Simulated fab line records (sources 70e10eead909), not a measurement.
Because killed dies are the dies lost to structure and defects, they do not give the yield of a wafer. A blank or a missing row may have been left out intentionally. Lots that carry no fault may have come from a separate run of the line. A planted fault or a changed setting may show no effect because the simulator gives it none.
Which tool was responsible? :: flow nand-harc :: 7 lots, 21 wafers sampled, at 2 steps of a route of 1159

## WHAT THE GAUGES READ, wafer by wafer
NHARC_THIN_TSV_THK_MEAS_02: measures by ir.
lot: L827
measured: day 18 21:26
on: film-metro-02
thk-nm (nm): 2976 3093 3119

lot: L830
measured: day 19 06:08
on: film-metro-01
thk-nm (nm): 2944 2852 2613

lot: L836
measured: day 20 10:19
on: film-metro-01
thk-nm (nm): 2590 2683 2641

lot: L834
measured: day 20 17:34
on: film-metro-01
thk-nm (nm): 3066 3376 3086

lot: L840
measured: day 21 17:53
on: film-metro-01
thk-nm (nm): 2446 2436 2739

lot: L846
measured: day 23 08:18
on: film-metro-02
thk-nm (nm): 3007 2810 3012

lot: L848
measured: day 24 15:20
on: film-metro-01
thk-nm (nm): 2587 2723 2792

## TOOL THAT RAN EACH LOT (tool first, then ch and the chambers of the sampled wafers, then the start)
lot: L827
NHARC_A_CONTACT_ETCH_119: har-cap-etch-03 ch 0,1, day 16 17:29

lot: L830
NHARC_A_CONTACT_ETCH_119: har-cap-etch-02 ch 0,1, day 17 03:11

lot: L836
NHARC_A_CONTACT_ETCH_119: har-cap-etch-03 ch 0,1, day 18 05:06

lot: L834
NHARC_A_CONTACT_ETCH_119: har-cap-etch-02 ch 0,1, day 18 17:23

lot: L840
NHARC_A_CONTACT_ETCH_119: har-cap-etch-03 ch 0,1, day 19 20:55

lot: L846
NHARC_A_CONTACT_ETCH_119: har-cap-etch-01 ch 0,1, day 20 23:28

lot: L848
NHARC_A_CONTACT_ETCH_119: har-cap-etch-01 ch 0,1, day 22 09:44
- NHARC_A_CONTACT_ETCH_119: etches the open film in C4F8/O2/Ar, time 94 s, target depth 922 nm.

## THE ANSWER, worked out from the rows above alone
Rule: the usual values come from the lots themselves. The widest of any qualifying gaps counts: lots, ordered by their means at a reading, are off when they make up no more than a third of the lots, leave a main group of 4 or more, and stand apart from it by 3 or more times the standard deviation of that group's means. If all means in a main group match to the digits the tables above print for the reading, that group is not used. Also off: a lot with no number at a reading for which 4 or more lots have one. All remaining lots with rows at the step are treated as sound.
None of the lots is off at any reading shown; this tells nothing.

## WHAT THE SIMULATOR HAD PUT IN
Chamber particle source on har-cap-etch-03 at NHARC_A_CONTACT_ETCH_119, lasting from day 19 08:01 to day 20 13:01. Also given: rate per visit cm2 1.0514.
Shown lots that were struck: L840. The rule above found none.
